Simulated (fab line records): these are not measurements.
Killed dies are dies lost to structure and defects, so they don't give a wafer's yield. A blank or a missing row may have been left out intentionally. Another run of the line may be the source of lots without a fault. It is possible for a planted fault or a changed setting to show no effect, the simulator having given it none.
Struck lot and sound lot, side by side + flow n5-finfet + 16 steps out of a route of 1938
Sound: the wafers L186.2, L186.3, L186.5. The struck wafers were L200.1, L200.3. The cause is given at the end.
Order at every step that has rows: each side's tool, ch and its chambers, its first start. Under that, the readings that differ: sound wafers + struck wafers + difference of the means + sigmas: that difference in standard deviations of wafers without a fault.
alike: same words and numbers on both sides, and readings whose means sit less than 2 such deviations apart. not compared: any withheld reading, any reading some wafer has no value for, any bound like >300 that may hide the same value, and any number with overlapping values for which the record gives no deviation.
The two part at a step that has a row with sigmas, a row that says differs or no value, or rows on one side only. Non-overlapping numbers with no deviation appear without sigmas and do not part them. Lack of a reading on every wafer of one side parts them only where that side has two or more wafers.

first, 8 steps without rows for these wafers: N5_FIN_SAQP_COAT_49 (time 60 s, resist thk 100 nm); N5_FIN_SAQP_COAT_50 (time 60 s, resist thk 35 nm); N5_FIN_SAQP_COAT_10 (resist thk 90 nm); N5_FIN_SAQP_EBR_12; N5_FIN_SAQP_SOFTBAKE_11 (time 60 s); N5_FIN_SAQP_EXPOSE_13 (exposes mask FIN CORE, target cd 35.6 nm); N5_FIN_SAQP_PEB_14 (peb time 60 s); N5_FIN_SAQP_DEVELOP_15 (develop time 30 s).
N5_FIN_SAQP_CD_MEAS_16: the cd target is 35.6 nm.
  sound on cd-sem-03 ch 0, day 3 03:52; struck on cd-sem-03 ch 0, day 6 17:29
  alike: cd-nm
N5_FIN_SAQP_OVL_MEAS_17:
  sound on overlay-01 ch 0, day 3 03:54; struck on overlay-02 ch 0, day 6 17:32
  alike: FIN_CORE_OVL
N5_FIN_SAQP_INSPECT_18: inspects for defects (brightfield).
  sound on defect-inspect-02, day 3 03:55; struck on defect-inspect-01, day 6 17:33
| reading          | sound       | struck  | difference | sigmas |
|------------------|-------------|---------|------------|--------|
| raw-defect-count | 554 568 378 | 299 200 | -250       | -2     |
N5_FIN_SAQP_DESCUM_21: chemistry O2, time 7.9 s.
  sound on rie-diel-05 ch 1,3, day 3 03:57; struck on rie-diel-03 ch 2,3, day 6 17:35
  alike: drypump-motor-current-A, oes-product-au, rf-vpp-V, showerhead-plenum-p-Torr, throttle-valve-pct
  not compared: rf-hours-counter-h
N5_FIN_SAQP_ETCH_51: etches SiARC in CF4, target depth 45.5 nm, time 75.8 s.
  sound on rie-diel-05 ch 1,3, day 3 03:59; struck on rie-diel-03 ch 2,3, day 6 17:37
| reading               | sound          | struck      | difference | sigmas |
|-----------------------|----------------|-------------|------------|--------|
| etch-rf-on-time-s (s) | 77.5 74.1 78.2 | 118.0 113.1 | +39.0      | +21    |
  alike: drypump-motor-current-A, oes-product-au, rf-vpp-V, showerhead-plenum-p-Torr, throttle-valve-pct
  not compared: rf-hours-counter-h
N5_FIN_SAQP_ETCH_52: etches SOC in N2/H2, target depth 100 nm, overetch 20 nm, time 150 s.
  sound on rie-diel-05 ch 1,3, day 3 04:02; struck on rie-diel-03 ch 2,3, day 6 17:41
  alike: drypump-motor-current-A, oes-product-au, rf-vpp-V, showerhead-plenum-p-Torr, throttle-valve-pct
  not compared: rf-hours-counter-h
-- record jumps: 8 days separate the struck wafers' starts on either side; left off in module FIN_SAQP, taken up again in module BEOL_M4, whose first shown step is the route's number 1111 --
N5_BEOL_M4_RC_MEAS_101:
  sound on prober-01 ch 0, day 11 22:43; struck on prober-01 ch 0, day 15 03:50
  alike: DIBL_N, DIBL_P, IOFF_N, IOFF_P, ION_N, ION_P, SS_N, SS_P, VT_N, VT_P
N5_PASSIVATION_PROBE_49:
  the record holds rows for the sound wafers here (prober-01, day 16 12:05) but none for the struck ones

== WHERE THEY PART ==
At N5_FIN_SAQP_INSPECT_18 first; at N5_PASSIVATION_PROBE_49 last (within this record only).

WHY: what had been put in by the simulator
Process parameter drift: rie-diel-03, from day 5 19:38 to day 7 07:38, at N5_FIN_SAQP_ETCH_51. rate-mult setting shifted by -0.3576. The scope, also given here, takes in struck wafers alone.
